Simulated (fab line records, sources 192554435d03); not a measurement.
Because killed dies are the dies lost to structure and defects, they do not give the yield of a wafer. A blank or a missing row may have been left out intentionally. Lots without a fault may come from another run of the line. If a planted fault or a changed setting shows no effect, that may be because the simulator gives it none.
Comparing a struck lot with a sound one :: flow n5Finfet :: 25 out of 1938 route steps
Sound: the wafers L605.1, L605.3, L605.6. Wafers struck: L606.2, L606.4, L606.6. The cause is given at the end.
Order at every step that has rows: each side's tool, ch and its chambers, its first start. Under that, the readings that differ: sound wafers :: struck wafers :: difference of the means :: sigmas: that difference in standard deviations of wafers without a fault.
alike: words and numbers the same on both sides, and readings whose means are apart by under 2 such deviations; not compared: readings that were withheld, readings missing a value for some wafer, numbers with overlapping values and no deviation given by the record, and bounds like >300 which may hide the same value.
Wherever a step has rows on one side only, a row that says differs or no value, or a row with sigmas, the two part there. Numbers that have no deviation but don't overlap get no sigmas and don't part them. Lack of a reading on every wafer of one side parts them only where that side has two or more wafers.

first, 10 steps without rows for these wafers: N5_DUMMY_GATE_SRD_26 (time 30 s); N5_DUMMY_GATE_UV_OZONE_45 (time 120 s); N5_SPACER0_ALD_07 (deposits SiNx, target thk 2 nm); N5_SPACER0_ALD_00 (deposits SiOCN, target thk 3.5 nm, pulse time 3 s, purge time 2 s); N5_SPACER0_ALD_08 (deposits SiNx, target thk 2 nm); N5_SD_EPI_N_COAT_32 (time 60 s, resist thk 350 nm); N5_SD_EPI_N_COAT_33 (time 60 s, resist thk 35 nm); N5_SD_EPI_N_COAT_03 (resist thk 150 nm); N5_SD_EPI_N_EBR_05; N5_SD_EPI_N_SOFTBAKE_04 (time 60 s).
N5_SD_EPI_N_EXPOSE_06: exposes mask SD N BLK, target cd 120 nm.
  sound on arfiScanner-03 ch 0, day 3 21:19; struck on arfiScanner-03 ch 0, day 4 00:41
reading: exposureDoseMJCm2
sound: 39.69 39.72 39.73
struck: 36.65 36.67 36.64
difference: -3.06
sigmas: -73
  alike: mask, reticleTempC, stageVelMmS
then, 2 steps without rows for these wafers: N5_SD_EPI_N_PEB_07 (peb time 60 s); N5_SD_EPI_N_DEVELOP_08 (develop time 30 s).
N5_SD_EPI_N_CD_MEAS_09: target cd 120 nm.
  sound on cdSem-03 ch 0, day 3 21:26; struck on cdSem-03 ch 0, day 4 00:49
reading: cdNm (nm)
sound: 120.3 120.4 120.1
struck: 114.7 113.3 113.0
difference: -6.6
sigmas: -12
N5_SD_EPI_N_DESCUM_14: chemistry O2, time 7.9 s.
  sound on rieDiel-06 ch 2,3, day 3 21:38; struck on rieDiel-06 ch 0,1,3, day 4 00:53
reading: model.SD_EPI_N.cdNm (nm)
sound: 120.4 120 120
struck: 114.4 113.4 113.4
difference: -6.4
sigmas: 
  alike: drypumpMotorCurrentA, oesProductAu, rfFwdPowerW, rfVppV, showerheadPlenumPTorr, throttleValvePct
  not compared: rfHoursCounterH
then, 7 steps without rows for these wafers: N5_SD_EPI_N_ETCH_34 (etches SiARC in CF4, target depth 45.5 nm, time 75.8 s); N5_SD_EPI_N_ETCH_35 (etches SOC in N2/H2, overetch 108 nm, time 486 s); N5_SD_EPI_N_STRIP_36 (strips in N2/H2); N5_SD_EPI_N_ETCHBACK_44 (etches SiNx in CH3F/O2, stops on SiO2, target depth 14.5 nm); N5_SD_EPI_N_ETCH_45 (etches SiOCN in CH3F/O2, target depth 6 nm); N5_SD_EPI_N_ETCH_16 (etches SiO2 in CHF3/O2, target depth 5 nm); N5_SD_EPI_N_STRIP_47 (strips in CHF3/O2).
N5_SD_EPI_N_SD_RECESS_17: chemistry HBr/Cl2/O2, target depth 41 nm, time 23.7 s, bt time 3 s.
  sound on rieSi-03 ch 0,2, day 3 22:20; struck on rieSi-03 ch 0,1,3, day 4 01:35
reading: model.SD_EPI_N.cdNm (nm)
sound: 120.8 121 120.2
struck: 115.2 113.6 113.8
difference: -6.5
sigmas: 
  alike: drypumpMotorCurrentA, oesProductAu, rfFwdPowerW, throttleValvePct
  not compared: rfHoursCounterH
then, 1 step without rows for these wafers: N5_SD_EPI_N_STRIP_38 (strips in N2/H2).
-- a jump in the record: the struck wafers' starts before and after are 5 days apart (it breaks off in module SD_EPI_N and resumes in module BEOL_M4, where the first step shown is number 1111 of the route) --
N5_BEOL_M4_RC_MEAS_101:
  sound on prober-02 ch 0, day 8 21:07; struck on prober-01 ch 0, day 8 19:42
  alike: DIBL_N, DIBL_P, IOFF_N, IOFF_P, ION_N, ION_P, SS_N, SS_P, VT_N, VT_P

== WHERE THEY PART ==
First at N5_SD_EPI_N_EXPOSE_06; last, within this record, at N5_SD_EPI_N_CD_MEAS_09. Later steps at which nothing parts them and some readings are alike: N5_SD_EPI_N_DESCUM_14, N5_SD_EPI_N_SD_RECESS_17, N5_BEOL_M4_RC_MEAS_101.

WHY: whatever the simulator had introduced
Process parameters drifting: arfiScanner-03 at N5_SD_EPI_N_EXPOSE_06, beginning at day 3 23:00. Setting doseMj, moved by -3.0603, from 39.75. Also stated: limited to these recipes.
